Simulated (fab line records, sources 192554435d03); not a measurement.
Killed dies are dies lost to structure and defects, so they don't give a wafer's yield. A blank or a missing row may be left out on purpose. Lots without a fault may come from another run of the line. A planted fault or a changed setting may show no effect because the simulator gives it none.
Split-lot experiment | flow n5_finfet | 7 lots, 21 wafers read, on a route of 1938 steps

THE SPLIT
At N5_MOL_CONTACT_COAG_PECVD_31 (deposits SiO2 from TEOS/O2, target thk 46 nm, time 8.9 s), the setting time_s was moved away from the recipe's 8.9 s on 9 of the 21 wafers read, by -14.4% to +12.1%. The other wafers ran this setting at the recipe's value.

The file shows no step between the split and the reading.

THE READING
etch.depth_nm (the simulator's own value, which no gauge read), in nm, at N5_MOL_CONTACT_COAG_VIA_ETCH_46 (etches SiO2 in C4F6/O2, target depth 46 nm, overetch 9.2 nm, time 40 s). The file gives no usual value for it. The 12 wafers here that ran the recipe average 45.80 nm, standard deviation 0.52 nm.

wafer  | tool, chamber at the split | time_s as run, s | against the recipe | etch.depth_nm, nm | against lot-mates on the recipe
L074.1 | pecvd-01, 1                | 8.197            | -7.9%              | 41.56             | -3.87
L074.3 | pecvd-01, 2                | 8.9              | recipe             | 45.43             | -
L074.5 | pecvd-01, 1                | 8.197            | -7.9%              | 42.68             | -2.75
L077.3 | pecvd-04, 0                | 8.9              | recipe             | 45.42             | -
L077.4 | pecvd-04, 1                | 8.9              | recipe             | 45.71             | -
L077.6 | pecvd-04, 0                | 7.618            | -14.4%             | 39.97             | -5.59
L080.2 | pecvd-01, 1                | 8.9              | recipe             | 46.16             | -
L080.4 | pecvd-01, 1                | 8.9              | recipe             | 46.67             | -
L080.6 | pecvd-01, 2                | 8.9              | recipe             | 46.71             | -
L082.1 | pecvd-02, 2                | 8.306            | -6.7%              | 42.35             | -3.09
L082.2 | pecvd-02, 1                | 8.9              | recipe             | 45.3              | -
L082.6 | pecvd-02, 0                | 8.9              | recipe             | 45.58             | -
L084.2 | pecvd-04, 2                | 9.633            | +8.2%              | 48.3              | +2.82
L084.4 | pecvd-04, 1                | 9.633            | +8.2%              | 49.73             | +4.25
L084.6 | pecvd-04, 0                | 8.9              | recipe             | 45.48             | -
L091.2 | pecvd-01, 2                | 8.31             | -6.6%              | 41.65             | -3.43
L091.3 | pecvd-01, 0                | 8.9              | recipe             | 45.08             | -
L091.4 | pecvd-01, 0                | 8.31             | -6.6%              | 42.82             | -2.26
L094.1 | pecvd-04, 0                | 9.975            | +12.1%             | 50.87             | +4.84
L094.2 | pecvd-04, 1                | 8.9              | recipe             | 45.7              | -
L094.3 | pecvd-04, 2                | 8.9              | recipe             | 46.37             | -

THE FIT
A straight line over all 21 wafers: etch.depth_nm changes by +0.434 nm for each +1% of time_s; r = +0.98; the points scatter about the line by 0.61 nm.
The same after taking each lot's own level away (the mean of its wafers on the recipe; 21 wafers): +0.412 nm for each +1%; r = +0.99; scatter 0.41 nm.
On that fit, the largest move of time_s shifts the reading by 5.9 nm.
The lots' own levels span 45.080 to 46.513 nm, that is 2.8 times the standard deviation above.
So the lot-to-lot level changes the slope little: the two slopes agree.
Check: with one of the wafers moved furthest among these (-14.4%) left out of the fit, the line predicts -6.09 nm for it against its lot-mates. It came out at -5.59 nm against them.

OTHER SPLITS ON THESE WAFERS
These wafers also went through other splits before the reading. Each is held against what the fit with the lots' levels taken away leaves over:
other split on the same wafers        | wafers away from the commonest value | r with etch.depth_nm (lot level and that fit taken away)
N5_SDB_HM_DEP_00 time_s               | 5                                    | -0.23
N5_HKMG_FIN_COAT_06 spin_rpm          | 8                                    | +0.11
N5_HKMG_FIN_DEVELOP_11 develop_time_s | 8                                    | -0.16
N5_MOL_CONTACT_COAG_ALD_27 ald_cycles | 8                                    | -0.17

THE WHOLE CHAIN: every reading that the file lists as answering this split, in the file's order
step                            | what it does                                                           | reading                                                                                   | change (the file's fit)               | r (the file's)
N5_MOL_CONTACT_COAG_PECVD_31    | deposits SiO2 from TEOS/O2, target thk 46 nm, time 8.9 s               | SiO2_of_MOL_CONTACT_COAG_PECVD_31.thk_nm (the simulator's own value, which no gauge read) | +0.405 nm for each +1% of the setting | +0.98
N5_MOL_CONTACT_COAG_VIA_ETCH_46 | etches SiO2 in C4F6/O2, target depth 46 nm, overetch 9.2 nm, time 40 s | etch.depth_nm (the simulator's own value, which no gauge read)                            | +0.409 nm for each +1% of the setting | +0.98

THE FILE'S OWN FIT
etch.depth_nm changes by +0.409 nm for each +1% of time_s, r = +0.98.
